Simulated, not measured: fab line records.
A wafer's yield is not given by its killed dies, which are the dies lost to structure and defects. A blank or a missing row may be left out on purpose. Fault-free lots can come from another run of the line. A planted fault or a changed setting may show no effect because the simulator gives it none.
fab line records || flow nand-harc
record: {"lots": 5, "wafers": 15, "last-day": 34}
route steps=1302 shown P_GATE@170 END@1302
lots that met no fault: taken from a fault-free run of the same line
start-h: hours from the record's first day to the start of the lot's first wafer shown || wait-h: hours from the lot's prior step to this one || " as in the row above || L1.1+2: one row covering several wafers at once || - either no value or no given start || * or withheld: withheld || < > ~ a bound
route shown NAME@n: names a module that has steps shown in the file, with the first one's number in the route || usual: mean/standard deviation taken from wafers without a fault || same: alike in all rows || chamber/n: place in a boat || sites: each site's reading || _std_site: the standard deviation of these || _edge_site: outer sites' mean less inner sites' || radius-mm: for every site, how far away it sits from the centre of the wafer || mask NAME#n: copy n || behind: tool/chamber where the wafer was last shaped || hold: why the lot went on hold/how many hours it stayed there/how the hold came to an end || device: whichever transistor did not switch (one of n, p or np) || end of line: at the end of the route, the tests of the same wafers || a step with no rows: only its recipe || killed: count of dies lost to structure and defects at first sort (not the wafer's yield) || map: shows each die of a wafer: x if killed, . if not, _ if none is there
set.NAME: the setting that was run; set.NAME@STEP: the one run at that earlier step || model.NAME: the simulator's own value behind a step, which no gauge read
lots seen at some steps along the route; tables by step, rows by wafer
services: from which hour (start-h, from the record's first day; less than 0 if before it) a tool's chamber was out of use, for how many hours, and why
== steps ==
step: NHARC_P_GATE_CD_MEAS_46
recipe: {"target-cd-nm": 720, "landing-energy-ev": 500}
usual: {"cd-nm": "719.1/1.9"}
{"lot.wafer": "L781.2", "tool": "cd-sem-03", "chamber": 0, "start-h": 112.03, "wait-h": "-", "cd-nm": 717.4}
{"lot.wafer": "L781.4", "tool": "cd-sem-03", "chamber": 0, "start-h": 112.03, "wait-h": "-", "cd-nm": 717.8}
{"lot.wafer": "L781.6", "tool": "cd-sem-03", "chamber": 0, "start-h": 112.03, "wait-h": "-", "cd-nm": 716.6}
{"lot.wafer": "L790.4", "tool": "cd-sem-03", "chamber": 0, "start-h": 198.86, "wait-h": "-", "cd-nm": 720.8}
{"lot.wafer": "L790.5", "tool": "cd-sem-03", "chamber": 0, "start-h": 198.86, "wait-h": "-", "cd-nm": 718.8}
{"lot.wafer": "L790.6", "tool": "cd-sem-03", "chamber": 0, "start-h": 198.86, "wait-h": "-", "cd-nm": 719.6}
{"lot.wafer": "L796.1", "tool": "cd-sem-02", "chamber": 0, "start-h": 256.05, "wait-h": "-", "cd-nm": 720.5}
{"lot.wafer": "L796.2", "tool": "cd-sem-02", "chamber": 0, "start-h": 256.05, "wait-h": "-", "cd-nm": 716.4}
{"lot.wafer": "L796.6", "tool": "cd-sem-02", "chamber": 0, "start-h": 256.05, "wait-h": "-", "cd-nm": 718.5}
{"lot.wafer": "L799.1", "tool": "cd-sem-03", "chamber": 0, "start-h": 287.31, "wait-h": "-", "cd-nm": 721.7}
{"lot.wafer": "L799.2", "tool": "cd-sem-03", "chamber": 0, "start-h": 287.31, "wait-h": "-", "cd-nm": 719.3}
{"lot.wafer": "L799.6", "tool": "cd-sem-03", "chamber": 0, "start-h": 287.31, "wait-h": "-", "cd-nm": 719.7}
{"lot.wafer": "L804.2", "tool": "cd-sem-02", "chamber": 0, "start-h": 339.94, "wait-h": "-", "cd-nm": 717.9}
{"lot.wafer": "L804.4", "tool": "cd-sem-02", "chamber": 0, "start-h": 339.94, "wait-h": "-", "cd-nm": 714.7}
{"lot.wafer": "L804.6", "tool": "cd-sem-02", "chamber": 0, "start-h": 339.94, "wait-h": "-", "cd-nm": 715.9}
step: NHARC_P_GATE_HARDBAKE_47
recipe: {"temp-c": 125, "time-s": 80}
step: NHARC_P_GATE_DESCUM_48
recipe: {"time-s": 3, "o2-flow-sccm": 200, "ar-flow-sccm": 0, "bias-power-w": 0, "chemistry": "O2"}
usual: {"drypump-motor-current-A": "5.9/0.33", "oes-product-au": "1.000/0.0085", "rf-vpp-V": "57.9/0.87", "showerhead-plenum-p-Torr": "1.94/0.071", "throttle-valve-pct": "11.310/0.0089"}
{"lot.wafer": "L781.2", "tool": "rie-diel-07", "chamber": 0, "start-h": 112.20, "wait-h": "-", "drypump-motor-current-A": 5.8, "oes-product-au": 0.997, "rf-hours-counter-h": 8, "rf-vpp-V": 56.0, "showerhead-plenum-p-Torr": 1.86, "throttle-valve-pct": 11.300}
{"lot.wafer": "L781.4", "tool": "rie-diel-07", "chamber": 1, "start-h": 112.20, "wait-h": "-", "drypump-motor-current-A": 6.4, "oes-product-au": 1.001, "rf-hours-counter-h": 8, "rf-vpp-V": 57.7, "showerhead-plenum-p-Torr": 1.86, "throttle-valve-pct": 11.296}
{"lot.wafer": "L781.6", "tool": "rie-diel-07", "chamber": 0, "start-h": 112.20, "wait-h": "-", "drypump-motor-current-A": 5.8, "oes-product-au": 0.995, "rf-hours-counter-h": "-", "rf-vpp-V": 58.0, "showerhead-plenum-p-Torr": 1.86, "throttle-valve-pct": 11.312}
{"lot.wafer": "L790.4", "tool": "rie-diel-03", "chamber": 0, "start-h": 199.01, "wait-h": "-", "drypump-motor-current-A": 5.9, "oes-product-au": 0.998, "rf-hours-counter-h": 3, "rf-vpp-V": 56.6, "showerhead-plenum-p-Torr": 1.86, "throttle-valve-pct": 11.322}
{"lot.wafer": "L790.5", "tool": "rie-diel-03", "chamber": 0, "start-h": 199.01, "wait-h": "-", "drypump-motor-current-A": 5.9, "oes-product-au": 0.999, "rf-hours-counter-h": "-", "rf-vpp-V": 57.2, "showerhead-plenum-p-Torr": 1.86, "throttle-valve-pct": 11.313}
{"lot.wafer": "L790.6", "tool": "rie-diel-03", "chamber": 1, "start-h": 199.01, "wait-h": "-", "drypump-motor-current-A": 5.7, "oes-product-au": 0.998, "rf-hours-counter-h": "-", "rf-vpp-V": 58.0, "showerhead-plenum-p-Torr": 1.94, "throttle-valve-pct": 11.303}
{"lot.wafer": "L796.2", "tool": "rie-diel-07", "chamber": 2, "start-h": 256.23, "wait-h": "-", "drypump-motor-current-A": 6.4, "oes-product-au": 0.993, "rf-hours-counter-h": 9, "rf-vpp-V": 57.7, "showerhead-plenum-p-Torr": 1.98, "throttle-valve-pct": 11.325}
{"lot.wafer": "L796.1", "tool": "rie-diel-07", "chamber": 3, "start-h": 256.23, "wait-h": "-", "drypump-motor-current-A": 5.8, "oes-product-au": 1.007, "rf-hours-counter-h": 7, "rf-vpp-V": 57.7, "showerhead-plenum-p-Torr": 1.87, "throttle-valve-pct": 11.317}
{"lot.wafer": "L796.6", "tool": "rie-diel-07", "chamber": 1, "start-h": 256.23, "wait-h": "-", "drypump-motor-current-A": 6.4, "oes-product-au": 1.006, "rf-hours-counter-h": "-", "rf-vpp-V": 57.7, "showerhead-plenum-p-Torr": 1.86, "throttle-valve-pct": 11.309}
{"lot.wafer": "L799.1", "tool": "rie-diel-11", "chamber": 3, "start-h": 287.47, "wait-h": "-", "drypump-motor-current-A": 5.5, "oes-product-au": 0.994, "rf-hours-counter-h": 2, "rf-vpp-V": 58.5, "showerhead-plenum-p-Torr": 2.07, "throttle-valve-pct": 11.317}
{"lot.wafer": "L799.2", "tool": "rie-diel-11", "chamber": 1, "start-h": 287.47, "wait-h": "-", "drypump-motor-current-A": 6.1, "oes-product-au": 1.008, "rf-hours-counter-h": 1, "rf-vpp-V": 59.0, "showerhead-plenum-p-Torr": 1.87, "throttle-valve-pct": 11.307}
{"lot.wafer": "L799.6", "tool": "rie-diel-11", "chamber": 3, "start-h": 287.47, "wait-h": "-", "drypump-motor-current-A": 5.5, "oes-product-au": 0.999, "rf-hours-counter-h": "-", "rf-vpp-V": 57.9, "showerhead-plenum-p-Torr": 2.07, "throttle-valve-pct": 11.316}
{"lot.wafer": "L804.2", "tool": "rie-diel-11", "chamber": 3, "start-h": 340.11, "wait-h": "-", "drypump-motor-current-A": 5.5, "oes-product-au": 0.998, "rf-hours-counter-h": 4, "rf-vpp-V": 57.6, "showerhead-plenum-p-Torr": 2.06, "throttle-valve-pct": 11.310}
{"lot.wafer": "L804.4", "tool": "rie-diel-11", "chamber": 0, "start-h": 340.11, "wait-h": "-", "drypump-motor-current-A": 5.3, "oes-product-au": 0.998, "rf-hours-counter-h": 3, "rf-vpp-V": 56.1, "showerhead-plenum-p-Torr": 1.91, "throttle-valve-pct": 11.324}
{"lot.wafer": "L804.6", "tool": "rie-diel-11", "chamber": 3, "start-h": 340.11, "wait-h": "-", "drypump-motor-current-A": 5.5, "oes-product-au": 0.991, "rf-hours-counter-h": "-", "rf-vpp-V": 57.9, "showerhead-plenum-p-Torr": 2.06, "throttle-valve-pct": 11.301}
step: NHARC_P_GATE_IMPLANT_49
recipe: {"energy-kev": 30, "dose-cm2": 3e+15, "tilt-deg": 7}
step: NHARC_P_GATE_STRIP_111
recipe: {"power-w": 1500, "temp-c": 110, "time-s": 250, "chemistry": "N2/H2"}
usual: {"drypump-motor-current-A": "5.8/0.42", "heater-power-w": "83.1/2.9"}
{"lot.wafer": "L781.2", "tool": "plasma-asher-01", "chamber": 1, "start-h": 112.61, "wait-h": 0.2, "drypump-motor-current-A": 5.5, "heater-power-w": 80.0, "rf-hours-counter-h": 24}
{"lot.wafer": "L781.4", "tool": "plasma-asher-01", "chamber": 1, "start-h": 112.61, "wait-h": 0.2, "drypump-motor-current-A": 5.5, "heater-power-w": 78.3, "rf-hours-counter-h": "-"}
{"lot.wafer": "L781.6", "tool": "plasma-asher-01", "chamber": 0, "start-h": 112.61, "wait-h": 0.2, "drypump-motor-current-A": 5.4, "heater-power-w": 84.0, "rf-hours-counter-h": "-"}
{"lot.wafer": "L790.4", "tool": "plasma-asher-02", "chamber": 0, "start-h": 199.53, "wait-h": 0.2, "drypump-motor-current-A": 6.0, "heater-power-w": 78.4, "rf-hours-counter-h": "-"}
{"lot.wafer": "L790.5", "tool": "plasma-asher-02", "chamber": 1, "start-h": 199.53, "wait-h": 0.2, "drypump-motor-current-A": 6.5, "heater-power-w": 85.4, "rf-hours-counter-h": "-"}
{"lot.wafer": "L790.6", "tool": "plasma-asher-02", "chamber": 0, "start-h": 199.53, "wait-h": 0.2, "drypump-motor-current-A": 6.0, "heater-power-w": 78.8, "rf-hours-counter-h": "-"}
{"lot.wafer": "L796.2", "tool": "plasma-asher-01", "chamber": 0, "start-h": 256.58, "wait-h": 0.2, "drypump-motor-current-A": 5.4, "heater-power-w": 86.7, "rf-hours-counter-h": 14}
{"lot.wafer": "L796.1", "tool": "plasma-asher-01", "chamber": 1, "start-h": 256.58, "wait-h": 0.2, "drypump-motor-current-A": 5.5, "heater-power-w": 84.4, "rf-hours-counter-h": 14}
{"lot.wafer": "L796.6", "tool": "plasma-asher-01", "chamber": 1, "start-h": 256.58, "wait-h": 0.2, "drypump-motor-current-A": 5.5, "heater-power-w": 83.2, "rf-hours-counter-h": "-"}
{"lot.wafer": "L799.1", "tool": "plasma-asher-02", "chamber": 1, "start-h": 287.84, "wait-h": 0.2, "drypump-motor-current-A": 6.5, "heater-power-w": 87.0, "rf-hours-counter-h": 8}
{"lot.wafer": "L799.2", "tool": "plasma-asher-02", "chamber": 0, "start-h": 287.84, "wait-h": 0.2, "drypump-motor-current-A": 6.0, "heater-power-w": 80.9, "rf-hours-counter-h": 8}
{"lot.wafer": "L799.6", "tool": "plasma-asher-02", "chamber": 0, "start-h": 287.84, "wait-h": 0.2, "drypump-motor-current-A": 6.0, "heater-power-w": 80.4, "rf-hours-counter-h": "-"}
{"lot.wafer": "L804.2", "tool": "plasma-asher-01", "chamber": 0, "start-h": 340.52, "wait-h": 0.2, "drypump-motor-current-A": 5.4, "heater-power-w": 86.8, "rf-hours-counter-h": 32}
{"lot.wafer": "L804.4", "tool": "plasma-asher-01", "chamber": 1, "start-h": 340.52, "wait-h": 0.2, "drypump-motor-current-A": 5.6, "heater-power-w": 83.5, "rf-hours-counter-h": "-"}
{"lot.wafer": "L804.6", "tool": "plasma-asher-01", "chamber": 0, "start-h": 340.52, "wait-h": 0.2, "drypump-motor-current-A": 5.4, "heater-power-w": 84.6, "rf-hours-counter-h": "-"}
step: NHARC_P_GATE_STRIP_75
recipe: {"power-w": 1500, "temp-c": 250, "chemistry": "O2"}
usual: {"drypump-motor-current-A": "5.8/0.43", "heater-power-w": "310/12"}
{"lot.wafer": "L781.2", "tool": "plasma-asher-01", "chamber": 1, "start-h": 112.87, "wait-h": 0.2, "drypump-motor-current-A": 5.5, "heater-power-w": 287, "rf-hours-counter-h": 25}
{"lot.wafer": "L781.4", "tool": "plasma-asher-01", "chamber": 1, "start-h": 112.87, "wait-h": 0.2, "drypump-motor-current-A": 5.5, "heater-power-w": 297, "rf-hours-counter-h": "-"}
{"lot.wafer": "L781.6", "tool": "plasma-asher-01", "chamber": 0, "start-h": 112.87, "wait-h": 0.2, "drypump-motor-current-A": 5.4, "heater-power-w": 314, "rf-hours-counter-h": "-"}
{"lot.wafer": "L790.4", "tool": "plasma-asher-02", "chamber": 0, "start-h": 199.71, "wait-h": 0.1, "drypump-motor-current-A": 6.0, "heater-power-w": 287, "rf-hours-counter-h": "-"}
{"lot.wafer": "L790.5", "tool": "plasma-asher-02", "chamber": 1, "start-h": 199.71, "wait-h": 0.1, "drypump-motor-current-A": 6.5, "heater-power-w": 321, "rf-hours-counter-h": "-"}
{"lot.wafer": "L790.6", "tool": "plasma-asher-02", "chamber": 0, "start-h": 199.71, "wait-h": 0.1, "drypump-motor-current-A": 6.0, "heater-power-w": 298, "rf-hours-counter-h": "-"}
{"lot.wafer": "L796.2", "tool": "plasma-asher-01", "chamber": 0, "start-h": 256.88, "wait-h": 0.3, "drypump-motor-current-A": 5.4, "heater-power-w": 316, "rf-hours-counter-h": 15}
{"lot.wafer": "L796.1", "tool": "plasma-asher-01", "chamber": 1, "start-h": 256.88, "wait-h": 0.3, "drypump-motor-current-A": 5.5, "heater-power-w": 314, "rf-hours-counter-h": 15}
{"lot.wafer": "L796.6", "tool": "plasma-asher-01", "chamber": 1, "start-h": 256.88, "wait-h": 0.3, "drypump-motor-current-A": 5.5, "heater-power-w": 317, "rf-hours-counter-h": "-"}
{"lot.wafer": "L799.1", "tool": "plasma-asher-02", "chamber": 1, "start-h": 288.14, "wait-h": 0.2, "drypump-motor-current-A": 6.5, "heater-power-w": 325, "rf-hours-counter-h": 9}
{"lot.wafer": "L799.2", "tool": "plasma-asher-02", "chamber": 0, "start-h": 288.14, "wait-h": 0.2, "drypump-motor-current-A": 6.0, "heater-power-w": 305, "rf-hours-counter-h": 9}
{"lot.wafer": "L799.6", "tool": "plasma-asher-02", "chamber": 0, "start-h": 288.14, "wait-h": 0.2, "drypump-motor-current-A": 6.0, "heater-power-w": 287, "rf-hours-counter-h": "-"}
{"lot.wafer": "L804.2", "tool": "plasma-asher-01", "chamber": 0, "start-h": 340.78, "wait-h": 0.2, "drypump-motor-current-A": 5.4, "heater-power-w": 327, "rf-hours-counter-h": 33}
{"lot.wafer": "L804.4", "tool": "plasma-asher-01", "chamber": 1, "start-h": 340.78, "wait-h": 0.2, "drypump-motor-current-A": 5.6, "heater-power-w": 310, "rf-hours-counter-h": "-"}
{"lot.wafer": "L804.6", "tool": "plasma-asher-01", "chamber": 0, "start-h": 340.78, "wait-h": 0.2, "drypump-motor-current-A": 5.4, "heater-power-w": 316, "rf-hours-counter-h": "-"}
step: NHARC_P_GATE_STRIP_50
recipe: {"time-s": 900, "temp-c": 130, "chemistry": "SPM"}
step: NHARC_P_GATE_DEHYDRATE_51
recipe: {"temp-c": 150, "time-s": 120}
step: NHARC_P_GATE_HMDS_52
recipe: {"time-s": 30}
step: NHARC_P_GATE_COAT_53
recipe: {"spin-rpm": 3000}
step: NHARC_P_GATE_SOFTBAKE_54
recipe: {"temp-c": 122, "time-s": 95}
step: NHARC_P_GATE_EBR_55
step: NHARC_P_GATE_EXPOSE_56
recipe: {"na": 0.6, "target-cd-nm": 720, "dose-mj": 14.81, "mask-id": "P_PSD"}
usual: {"reticle-temp-C": "23.01/0.099"}
{"lot.wafer": "L781.2", "tool": "krf-scanner-02", "chamber": 0, "start-h": 113.51, "wait-h": "-", "mask": "P_PSD#0", "reticle-temp-C": 23.10}
{"lot.wafer": "L781.4", "tool": "krf-scanner-02", "chamber": 0, "start-h": 113.51, "wait-h": "-", "mask": "P_PSD#0", "reticle-temp-C": 23.02}
{"lot.wafer": "L781.6", "tool": "krf-scanner-02", "chamber": 0, "start-h": 113.51, "wait-h": "-", "mask": "P_PSD#0", "reticle-temp-C": 23.01}
{"lot.wafer": "L790.4", "tool": "krf-scanner-03", "chamber": 0, "start-h": 200.35, "wait-h": "-", "mask": "P_PSD#0", "reticle-temp-C": 22.97}
{"lot.wafer": "L790.5", "tool": "krf-scanner-03", "chamber": 0, "start-h": 200.35, "wait-h": "-", "mask": "P_PSD#0", "reticle-temp-C": 23.04}
{"lot.wafer": "L790.6", "tool": "krf-scanner-03", "chamber": 0, "start-h": 200.35, "wait-h": "-", "mask": "P_PSD#0", "reticle-temp-C": 23.06}
{"lot.wafer": "L796.1", "tool": "krf-scanner-03", "chamber": 0, "start-h": 257.65, "wait-h": "-", "mask": "P_PSD_R1#0", "reticle-temp-C": 23.02}
{"lot.wafer": "L796.2", "tool": "krf-scanner-03", "chamber": 0, "start-h": 257.65, "wait-h": "-", "mask": "P_PSD_R1#0", "reticle-temp-C": 22.93}
{"lot.wafer": "L796.6", "tool": "krf-scanner-03", "chamber": 0, "start-h": 257.65, "wait-h": "-", "mask": "P_PSD_R1#0", "reticle-temp-C": 23.17}
{"lot.wafer": "L799.1", "tool": "krf-scanner-02", "chamber": 0, "start-h": 288.79, "wait-h": "-", "mask": "P_PSD#0", "reticle-temp-C": 23.16}
{"lot.wafer": "L799.2", "tool": "krf-scanner-02", "chamber": 0, "start-h": 288.79, "wait-h": "-", "mask": "P_PSD#0", "reticle-temp-C": 23.10}
{"lot.wafer": "L799.6", "tool": "krf-scanner-02", "chamber": 0, "start-h": 288.79, "wait-h": "-", "mask": "P_PSD#0", "reticle-temp-C": 22.87}
{"lot.wafer": "L804.2", "tool": "krf-scanner-02", "chamber": 0, "start-h": 341.48, "wait-h": "-", "mask": "P_PSD#0", "reticle-temp-C": 22.85}
{"lot.wafer": "L804.4", "tool": "krf-scanner-02", "chamber": 0, "start-h": 341.48, "wait-h": "-", "mask": "P_PSD#0", "reticle-temp-C": 22.94}
{"lot.wafer": "L804.6", "tool": "krf-scanner-02", "chamber": 0, "start-h": 341.48, "wait-h": "-", "mask": "P_PSD#0", "reticle-temp-C": 23.00}
step: NHARC_P_GATE_PEB_57
recipe: {"peb-temp-c": 118, "peb-time-s": 85}
step: NHARC_P_GATE_DEVELOP_58
recipe: {"time-s": 70}
step: NHARC_P_GATE_CD_MEAS_59
recipe: {"target-cd-nm": 720, "landing-energy-ev": 500}
usual: {"cd-nm": "720.6/2"}
{"lot.wafer": "L781.2", "tool": "cd-sem-03", "chamber": 0, "start-h": 113.66, "wait-h": "-", "hold": "-", "cd-nm": 718.6}
{"lot.wafer": "L781.4", "tool": "cd-sem-03", "chamber": 0, "start-h": 113.66, "wait-h": "-", "hold": "-", "cd-nm": 720.7}
{"lot.wafer": "L781.6", "tool": "cd-sem-03", "chamber": 0, "start-h": 113.66, "wait-h": "-", "hold": "-", "cd-nm": 720.6}
{"lot.wafer": "L790.4", "tool": "cd-sem-03", "chamber": 0, "start-h": 200.49, "wait-h": "-", "hold": "-", "cd-nm": 719.4}
{"lot.wafer": "L790.5", "tool": "cd-sem-03", "chamber": 0, "start-h": 200.49, "wait-h": "-", "hold": "-", "cd-nm": 723.2}
{"lot.wafer": "L790.6", "tool": "cd-sem-03", "chamber": 0, "start-h": 200.49, "wait-h": "-", "hold": "-", "cd-nm": 720.1}
{"lot.wafer": "L796.1", "tool": "cd-sem-03", "chamber": 0, "start-h": 257.81, "wait-h": "-", "hold": "await-dispo/0.2h/release", "cd-nm": 688.5}
{"lot.wafer": "L796.2", "tool": "cd-sem-03", "chamber": 0, "start-h": 257.81, "wait-h": "-", "hold": "await-dispo/0.2h/release", "cd-nm": 686.4}
{"lot.wafer": "L796.6", "tool": "cd-sem-03", "chamber": 0, "start-h": 257.81, "wait-h": "-", "hold": "await-dispo/0.2h/release", "cd-nm": 684.1}
{"lot.wafer": "L796.1", "tool": "cd-sem-03", "chamber": 0, "start-h": "-", "wait-h": "-", "hold": "-", "cd-nm": 688.7}
{"lot.wafer": "L796.2", "tool": "cd-sem-03", "chamber": 0, "start-h": "-", "wait-h": "-", "hold": "-", "cd-nm": 686.2}
{"lot.wafer": "L796.6", "tool": "cd-sem-03", "chamber": 0, "start-h": "-", "wait-h": "-", "hold": "-", "cd-nm": 684.6}
{"lot.wafer": "L799.1", "tool": "cd-sem-02", "chamber": 0, "start-h": 288.95, "wait-h": "-", "hold": "-", "cd-nm": 718.4}
{"lot.wafer": "L799.2", "tool": "cd-sem-02", "chamber": 0, "start-h": 288.95, "wait-h": "-", "hold": "-", "cd-nm": 718.6}
{"lot.wafer": "L799.6", "tool": "cd-sem-02", "chamber": 0, "start-h": 288.95, "wait-h": "-", "hold": "-", "cd-nm": 721.9}
{"lot.wafer": "L804.2", "tool": "cd-sem-03", "chamber": 0, "start-h": 341.64, "wait-h": "-", "hold": "-", "cd-nm": 720.6}
{"lot.wafer": "L804.4", "tool": "cd-sem-03", "chamber": 0, "start-h": 341.64, "wait-h": "-", "hold": "-", "cd-nm": 716.1}
{"lot.wafer": "L804.6", "tool": "cd-sem-03", "chamber": 0, "start-h": 341.64, "wait-h": "-", "hold": "-", "cd-nm": 718.7}
step: NHARC_END_SORT_01
recipe: {"temp-c": 25}
usual: {"killed-at-array": "56/19", "killed-at-other": "1.0/1.3", "killed-at-periphery": "3.8/2.2", "killed-dies": "61/19", "killed-open": "3.1/1.9", "killed-short": "2.3/1.5"}
same: {"gross-dies": 677}
{"lot.wafer": "L790.4", "tool": "prober-02", "chamber": 0, "start-h": 650.68, "wait-h": 3.4, "killed-at-array": 54, "killed-at-other": 2, "killed-at-periphery": 3, "killed-dies": 59, "killed-open": 6, "killed-short": 0}
{"lot.wafer": "L790.5", "tool": "prober-02", "chamber": 0, "start-h": 651.48, "wait-h": 3.7, "killed-at-array": 64, "killed-at-other": 1, "killed-at-periphery": 7, "killed-dies": 72, "killed-open": 3, "killed-short": 1}
{"lot.wafer": "L790.6", "tool": "prober-02", "chamber": 0, "start-h": 652.27, "wait-h": 4.0, "killed-at-array": 58, "killed-at-other": 2, "killed-at-periphery": 2, "killed-dies": 62, "killed-open": 4, "killed-short": 3}
{"lot.wafer": "L796.1", "tool": "prober-02", "chamber": 0, "start-h": 741.13, "wait-h": 2.5, "killed-at-array": 52, "killed-at-other": 0, "killed-at-periphery": 1, "killed-dies": 53, "killed-open": 6, "killed-short": 4}
{"lot.wafer": "L796.2", "tool": "prober-02", "chamber": 0, "start-h": 741.93, "wait-h": 2.8, "killed-at-array": 57, "killed-at-other": 0, "killed-at-periphery": 4, "killed-dies": 61, "killed-open": 11, "killed-short": 3}
{"lot.wafer": "L796.6", "tool": "prober-02", "chamber": 0, "start-h": 745.17, "wait-h": 4.0, "killed-at-array": 47, "killed-at-other": 0, "killed-at-periphery": 2, "killed-dies": 49, "killed-open": 5, "killed-short": 2}
killed by level:class
L790.4 A_SLIT:chamber-film-flake=25 A_CHANNEL_HOLE_D2:chamber-film-flake=10 A_CHANNEL_HOLE_D1:chamber-film-flake=4 A_CONTACT:chamber-film-flake=4 A_BLC:geometric-particle:open=2 A_CHANNEL_FILL_D1:chamber-film-flake=2 A_STAIRCASE:chamber-film-flake=2 THIN_TSV:chamber-film-flake=2
L790.5 A_SLIT:chamber-film-flake=31 A_CHANNEL_HOLE_D2:chamber-film-flake=12 A_SGD_CUT:chamber-film-flake=5 A_STAIRCASE:chamber-film-flake=4 A_CONTACT:chamber-film-flake=4 P_BONDPAD:chamber-film-flake=3 A_CHANNEL_HOLE_D1:chamber-film-flake=3 P_ZERO_WELL:chamber-film-flake=2
L790.6 A_SLIT:chamber-film-flake=28 A_CHANNEL_HOLE_D2:chamber-film-flake=10 A_CHANNEL_HOLE_D1:chamber-film-flake=5 A_CONTACT:chamber-film-flake=5 P_M0:geometric-particle:open=1 P_M1:geometric-particle:open=1 A_ONON_D1:geometric-particle:short=1 A_CHANNEL_FILL_D1:geometric-particle:short=1
L796.1 A_SLIT:chamber-film-flake=29 A_CHANNEL_HOLE_D1:chamber-film-flake=7 A_ONON_D1:geometric-particle:open=3 A_CONTACT:chamber-film-flake=3 A_STAIRCASE:chamber-film-flake=2 P_CONTACT:geometric-particle:short=1 A_CHANNEL_HOLE_D1:geometric-particle:open=1 A_CHANNEL_FILL_D1:geometric-particle:open=1
L796.2 A_SLIT:chamber-film-flake=31 A_CHANNEL_HOLE_D1:chamber-film-flake=9 P_M0:geometric-particle:open=3 A_STAIRCASE:chamber-film-flake=3 A_CONTACT:chamber-film-flake=3 A_CHANNEL_FILL_D1:geometric-particle:open=2 A_DECK1_JOINT:geometric-particle:open=2 A_CHANNEL_FILL_D2:geometric-particle:open=2
L796.6 A_SLIT:chamber-film-flake=29 A_CHANNEL_HOLE_D1:chamber-film-flake=6 A_CONTACT:chamber-film-flake=5 A_BLC:geometric-particle:open=2 A_STAIRCASE:chamber-film-flake=2 P_M0:geometric-particle:short=1 P_M0:geometric-particle:open=1 A_CHANNEL_FILL_D2:geometric-particle:open=1
== services ==
{"tool": "krf-scanner-02", "chamber": "-", "start-h": 94.00, "hours": 4.0, "kind": "pm"}
{"tool": "rie-diel-11", "chamber": 3, "start-h": 115.96, "hours": 2.5, "kind": "repair"}
{"tool": "rie-diel-07", "chamber": "-", "start-h": 117.63, "hours": 9.0, "kind": "pm"}
{"tool": "rie-diel-11", "chamber": 1, "start-h": 121.85, "hours": 6.4, "kind": "repair"}
{"tool": "rie-diel-11", "chamber": 2, "start-h": 122.63, "hours": 10.9, "kind": "repair"}
{"tool": "rie-diel-07", "chamber": "-", "start-h": 139.55, "hours": 1.1, "kind": "repair"}
{"tool": "krf-scanner-03", "chamber": "-", "start-h": 156.08, "hours": 2.3, "kind": "repair"}
{"tool": "plasma-asher-01", "chamber": "-", "start-h": 165.00, "hours": 9.0, "kind": "pm"}
{"tool": "krf-scanner-03", "chamber": "-", "start-h": 166.41, "hours": 0.2, "kind": "repair"}
{"tool": "krf-scanner-02", "chamber": "-", "start-h": 168.34, "hours": 0.8, "kind": "repair"}
{"tool": "rie-diel-07", "chamber": 0, "start-h": 188.12, "hours": 5.2, "kind": "repair"}
{"tool": "rie-diel-07", "chamber": 1, "start-h": 191.78, "hours": 7.4, "kind": "repair"}
{"tool": "rie-diel-07", "chamber": 3, "start-h": 193.63, "hours": 8.2, "kind": "repair"}
{"tool": "rie-diel-11", "chamber": 0, "start-h": 204.59, "hours": 4.2, "kind": "repair"}
{"tool": "krf-scanner-03", "chamber": "-", "start-h": 224.02, "hours": 4.0, "kind": "pm"}
{"tool": "rie-diel-07", "chamber": 1, "start-h": 242.24, "hours": 8.3, "kind": "repair"}
{"tool": "plasma-asher-02", "chamber": "-", "start-h": 249.24, "hours": 9.0, "kind": "pm"}
{"tool": "rie-diel-11", "chamber": "-", "start-h": 255.53, "hours": 9.0, "kind": "pm"}
{"tool": "krf-scanner-02", "chamber": "-", "start-h": 266.00, "hours": 4.0, "kind": "pm"}
{"tool": "krf-scanner-02", "chamber": "-", "start-h": 271.11, "hours": 2.0, "kind": "repair"}
{"tool": "rie-diel-07", "chamber": 0, "start-h": 277.34, "hours": 3.5, "kind": "repair"}
{"tool": "rie-diel-07", "chamber": "-", "start-h": 294.63, "hours": 9.0, "kind": "pm"}
{"tool": "rie-diel-11", "chamber": "-", "start-h": 295.56, "hours": 1.2, "kind": "repair"}
{"tool": "rie-diel-11", "chamber": 2, "start-h": 309.67, "hours": 11.1, "kind": "repair"}
== key ==
first-sign: {"step": "NHARC_P_GATE_EXPOSE_56", "reading": "mask", "direction": "changed"}
effect: {"step": "NHARC_P_GATE_CD_MEAS_59", "reading": "visit", "direction": "added"}
effect: {"step": "NHARC_P_GATE_CD_MEAS_59", "reading": "cd-nm", "direction": "down", "sigmas": 17, "usual": 720.6, "struck": 686.3}
met-at NHARC_P_GATE_EXPOSE_56
struck-wafers L796.1,L796.2,L796.6
tester-left-out L796
onset-between 200.35 257.65
fault: {"kind": "wrong-mask", "tool": "any", "chamber": "-", "onset-h": 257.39, "steps": "NHARC_P_GATE_EXPOSE_56", "aux-copy": "P_PSD_R1#0", "cd-offset-nm": -33.248, "scope": "struck-lots-only"}
tester-left-out: of these lots the tester's yield and bins aren't shown, on N5 and GAA mostly nor the transistor test; their killed dies are dies lost to structure and defects alone, not to doping, threshold or leakage, so they don't give the yield
